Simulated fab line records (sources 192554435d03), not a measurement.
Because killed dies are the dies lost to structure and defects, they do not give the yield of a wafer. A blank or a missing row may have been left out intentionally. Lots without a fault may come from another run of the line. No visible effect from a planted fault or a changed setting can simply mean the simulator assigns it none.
What tool caused it? + flow n5_finfet + 10 lots with 30 wafers sampled at 5 steps, on a route of 1938 steps

WHAT THE GAUGES SHOWED, per wafer
N5_BEOL_M4_RC_MEAS_101. Usual: DIBL_N 35.9 mV/V, standard deviation 1.9; DIBL_P 35.8 mV/V, standard deviation 2.4; IOFF_N 0.15 nA/um, standard deviation 0.031; IOFF_P 0.21 nA/um, standard deviation 0.037; ION_N 672 uA/um, standard deviation 13; ION_P 462 uA/um, standard deviation 8.3; SS_N 71.5 mV/dec, standard deviation 0.72; SS_P 73.2 mV/dec, standard deviation 0.67; VT_N 250 mV, standard deviation 3.4; VT_P -250 mV, standard deviation 3.4.
| lot  | measured     | on        | DIBL_N (mV/V)  | DIBL_P (mV/V)  | IOFF_N (nA/um) | IOFF_P (nA/um) | ION_N (uA/um) | ION_P (uA/um) | SS_N (mV/dec)  | SS_P (mV/dec)  | VT_N (mV)   | VT_P (mV)      | flag |
|------|--------------|-----------|----------------|----------------|----------------|----------------|---------------|---------------|----------------|----------------|-------------|----------------|------|
| L487 | day 8 16:59  | prober-02 | 32.8 33.6 32.4 | 33.2 34.1 32.9 | 0.11 0.11 0.10 | 0.14 0.14 0.13 | 650 640 651   | 452 435 444   | 70.8 70.8 70.5 | 72.9 73.1 72.6 | 255 259 258 | -258 -259 -258 |      |
| L489 | day 9 12:59  | prober-01 | 37.3 36.3 36.6 | 37.0 33.6 35.0 | 0.16 0.15 0.14 | 0.24 0.19 0.21 | 672 658 661   | 469 450 461   | 71.5 72.1 72.0 | 73.0 73.0 73.7 | 253 252 251 | -246 -252 -251 |      |
| L491 | day 9 12:15  | prober-02 | 35.1 37.4 38.2 | 36.0 37.4 37.8 | 0.15 0.18 0.18 | 0.20 0.23 0.24 | 675 683 668   | 460 466 467   | 71.0 71.9 73.1 | 73.3 74.1 73.8 | 249 248 248 | -250 -251 -249 |      |
| L498 | day 11 05:10 | prober-01 | 36.8 35.0 34.6 | 38.0 35.3 36.1 | 0.17 0.14 0.14 | 0.24 0.20 0.21 | 676 655 679   | 465 459 470   | 71.6 71.8 71.0 | 73.1 73.2 73.0 | 249 253 249 | -245 -247 -246 |      |
| L497 | day 11 13:04 | prober-01 | 38.2 34.0 36.5 | 38.1 32.7 35.6 | 0.20 0.13 0.17 | 0.28 0.19 0.24 | 686 665 675   | 473 461 469   | 71.8 70.9 70.3 | 74.0 72.1 73.5 | 245 251 250 | -246 -249 -246 |      |
| L500 | day 11 16:10 | prober-01 | 38.7 38.1 36.4 | 40.9 38.9 37.9 | 0.24 0.21 0.17 | 0.30 0.25 0.22 | 691 670 684   | 472 463 469   | 72.6 72.7 71.6 | 73.3 72.8 74.0 | 244 247 251 | -245 -244 -247 |      |
| L499 | day 11 21:35 | prober-01 | 34.7 36.6 36.2 | 34.6 36.6 35.9 | 0.13 0.15 0.14 | 0.18 0.20 0.19 | 674 669 683   | 464 457 465   | 70.5 71.8 71.5 | 73.1 72.7 72.9 | 248 251 253 | -256 -250 -252 |      |
| L505 | day 13 07:49 | prober-01 | 37.3 35.4 35.8 | 37.4 36.2 35.8 | 0.19 0.16 0.17 | 0.26 0.23 0.23 | 682 676 688   | 470 472 471   | 71.5 70.8 70.9 | 73.0 73.6 72.9 | 244 247 247 | -246 -248 -248 |      |
| L506 | day 13 22:16 | prober-02 | 36.2 37.0 35.5 | 39.0 39.4 37.0 | 0.16 0.16 0.14 | 0.23 0.22 0.19 | 667 662 672   | 459 451 461   | 71.7 71.6 71.8 | 73.3 73.5 73.1 | 252 249 252 | -248 -250 -250 |      |
| L507 | day 13 22:01 | prober-01 | 38.1 37.9 35.8 | 39.6 38.2 37.0 | 0.19 0.18 0.15 | 0.26 0.23 0.20 | 677 696 674   | 462 474 464   | 72.5 72.1 71.2 | 74.5 74.2 74.0 | 246 249 251 | -246 -248 -251 |      |

EACH LOT AND THE TOOL THAT RAN IT (in order: tool; ch and the chambers of the sampled wafers; start)
| lot  | N5_BEOL_M1_ANNEAL_87         | N5_BEOL_M1_PRE_CLEAN_60          | N5_BEOL_M1_CO_CAP_55             | N5_BEOL_M2_PECVD_72             |
|------|------------------------------|----------------------------------|----------------------------------|---------------------------------|
| L487 | pvd_sputter-01, day 6 18:48  | cvd_co-02 ch 0,1,2, day 6 20:39  | cvd_co-02 ch 0,1,2, day 6 20:41  | pecvd-03 ch 0,1,2, day 6 21:04  |
| L489 | pvd_sputter-01, day 7 04:11  | cvd_co-01 ch 1,2, day 7 06:02    | cvd_co-01 ch 1,2, day 7 06:05    | pecvd-01 ch 0,2, day 7 06:26    |
| L491 | pvd_sputter-01, day 8 01:45  | cvd_co-01 ch 0,1, day 8 03:37    | cvd_co-01 ch 0,1, day 8 03:39    | pecvd-01 ch 0,1, day 8 04:00    |
| L498 | pvd_sputter-02, day 9 17:49  | cvd_co-01 ch 0,1,2, day 9 19:41  | cvd_co-01 ch 0,1,2, day 9 19:44  | pecvd-03 ch 0,1,2, day 9 20:04  |
| L497 | pvd_sputter-01, day 10 04:21 | cvd_co-02 ch 1,2, day 10 06:28   | cvd_co-02 ch 1,2, day 10 06:31   | pecvd-01 ch 0,1,2, day 10 06:53 |
| L500 | pvd_sputter-03, day 10 04:33 | cvd_co-02 ch 0,1,2, day 10 06:35 | cvd_co-02 ch 0,1,2, day 10 06:38 | pecvd-04 ch 0,1, day 10 06:59   |
| L499 | pvd_sputter-02, day 10 06:19 | cvd_co-02 ch 1,2, day 10 08:10   | cvd_co-02 ch 1,2, day 10 08:12   | pecvd-01 ch 0,2, day 10 08:33   |
| L505 | pvd_sputter-02, day 11 09:18 | cvd_co-01 ch 0,2, day 11 11:16   | cvd_co-01 ch 0,2, day 11 11:19   | pecvd-03 ch 0,1,2, day 11 11:43 |
| L506 | pvd_sputter-01, day 11 22:56 | cvd_co-02 ch 0,1,2, day 12 00:47 | cvd_co-02 ch 0,1,2, day 12 00:49 | pecvd-03 ch 0,1,2, day 12 01:12 |
| L507 | pvd_sputter-01, day 12 04:43 | cvd_co-02 ch 0,2, day 12 06:34   | cvd_co-02 ch 0,2, day 12 06:36   | pecvd-03 ch 0,2, day 12 06:58   |
- N5_BEOL_M1_ANNEAL_87: time 240 s.
- N5_BEOL_M1_PRE_CLEAN_60: time 15 s.
- N5_BEOL_M1_CO_CAP_55: material Co, precursor CCTBA/H2, target thk 2 nm, time 102.1 s.
- N5_BEOL_M2_PECVD_72: deposits SiO2 from TEOS/O2, target thk 16 nm, time 18 s.

WHAT THE TOOLS THEMSELVES READ (means of the sampled wafers that have a number; where no wafer has one, the mark that the record gives instead)
N5_BEOL_M1_ANNEAL_87. Usual: heater_power_w at 862 W, with a standard deviation of 52.
| lot  | tool           | heater_power_w (W) | flag |
|------|----------------|--------------------|------|
| L487 | pvd_sputter-01 | 827                |      |
| L489 | pvd_sputter-01 | 816                |      |
| L491 | pvd_sputter-01 | 855                |      |
| L498 | pvd_sputter-02 | 905                |      |
| L497 | pvd_sputter-01 | 863                |      |
| L500 | pvd_sputter-03 | 881                |      |
| L499 | pvd_sputter-02 | 874                |      |
| L505 | pvd_sputter-02 | 906                |      |
| L506 | pvd_sputter-01 | 825                |      |
| L507 | pvd_sputter-01 | 848                |      |

N5_BEOL_M1_PRE_CLEAN_60. Usual: heater_power_w at 83 W, with a standard deviation of 22.
| lot  | tool      | heater_power_w (W) | flag |
|------|-----------|--------------------|------|
| L487 | cvd_co-02 | 80                 |      |
| L489 | cvd_co-01 | 101                |      |
| L491 | cvd_co-01 | 68                 |      |
| L498 | cvd_co-01 | 85                 |      |
| L497 | cvd_co-02 | 88                 |      |
| L500 | cvd_co-02 | 81                 |      |
| L499 | cvd_co-02 | 96                 |      |
| L505 | cvd_co-01 | 87                 |      |
| L506 | cvd_co-02 | 81                 |      |
| L507 | cvd_co-02 | 74                 |      |

N5_BEOL_M1_CO_CAP_55. Usual: heater_power_w at 234 W, with a standard deviation of 27.
| lot  | tool      | heater_power_w (W) | flag |
|------|-----------|--------------------|------|
| L487 | cvd_co-02 | 233                |      |
| L489 | cvd_co-01 | 257                |      |
| L491 | cvd_co-01 | 216                |      |
| L498 | cvd_co-01 | 236                |      |
| L497 | cvd_co-02 | 241                |      |
| L500 | cvd_co-02 | 229                |      |
| L499 | cvd_co-02 | 249                |      |
| L505 | cvd_co-01 | 235                |      |
| L506 | cvd_co-02 | 230                |      |
| L507 | cvd_co-02 | 225                |      |

N5_BEOL_M2_PECVD_72. Usual: heater_power_w 717 W, standard deviation 100; showerhead_plenum_p_Torr 8.80 Torr, standard deviation 0.056; susceptor_temp_C 400.01 C, standard deviation 0.2; throttle_valve_pct 22.9 %, standard deviation 1.4.
| lot  | tool     | heater_power_w (W) | showerhead_plenum_p_Torr (Torr) | susceptor_temp_C (C) | throttle_valve_pct (%) | flag |
|------|----------|--------------------|---------------------------------|----------------------|------------------------|------|
| L487 | pecvd-03 | 738                | 8.83                            | 400.10               | 21.7                   |      |
| L489 | pecvd-01 | 723                | 8.77                            | 399.97               | 21.6                   |      |
| L491 | pecvd-01 | 731                | 8.75                            | 400.06               | 24.4                   |      |
| L498 | pecvd-03 | 729                | 8.81                            | 400.03               | 22.0                   |      |
| L497 | pecvd-01 | 809                | 8.75                            | 400.11               | 23.0                   |      |
| L500 | pecvd-04 | 634                | 8.82                            | 399.84               | 24.3                   |      |
| L499 | pecvd-01 | 795                | 8.75                            | 400.18               | 21.9                   |      |
| L505 | pecvd-03 | 740                | 8.81                            | 401.86               | 22.0                   | OFF  |
| L506 | pecvd-03 | 785                | 8.83                            | 401.89               | 22.1                   | OFF  |
| L507 | pecvd-03 | 731                | 8.77                            | 403.70               | 22.5                   | OFF  |

THE ANSWER, worked out from the rows above alone
Rule: a lot counts as off when the mean over its wafers that have a number is more than 3 standard deviations away from the usual mean. Also off: a lot with no number at a reading for which 4 or more lots have one. The other lots that the step has rows for count as sound. The gauges are gone through in route order, then the tools' own readings, and for those a lot's mean is taken as printed above. At the first step where some lot is off, the reading lying furthest off is the one used; lots without a number count as furthest.
Off, at N5_BEOL_M2_PECVD_72 on susceptor_temp_C: L505, L506, L507.
If a tool, at that step or one of the process steps before it, ran each lot that is off and ran no sound lot following the first of them, it fits. One fits: pecvd-03 at N5_BEOL_M2_PECVD_72. A fault onset in the window from L498 (day 9 20:04, its last sound lot) to L505 (day 11 11:43, its first lot off) fits.
On the lots that are off, the tool's own readings at N5_BEOL_M2_PECVD_72 differ by more than 5 times the standard deviation of the sound lots' means, which bears it out; susceptor_temp_C reads 402.48 C there versus 400.04 C on the sound lots.

WHAT THE SIMULATOR PUT IN
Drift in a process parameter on pecvd-03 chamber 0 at N5_BEOL_M2_PECVD_72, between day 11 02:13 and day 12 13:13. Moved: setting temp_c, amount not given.
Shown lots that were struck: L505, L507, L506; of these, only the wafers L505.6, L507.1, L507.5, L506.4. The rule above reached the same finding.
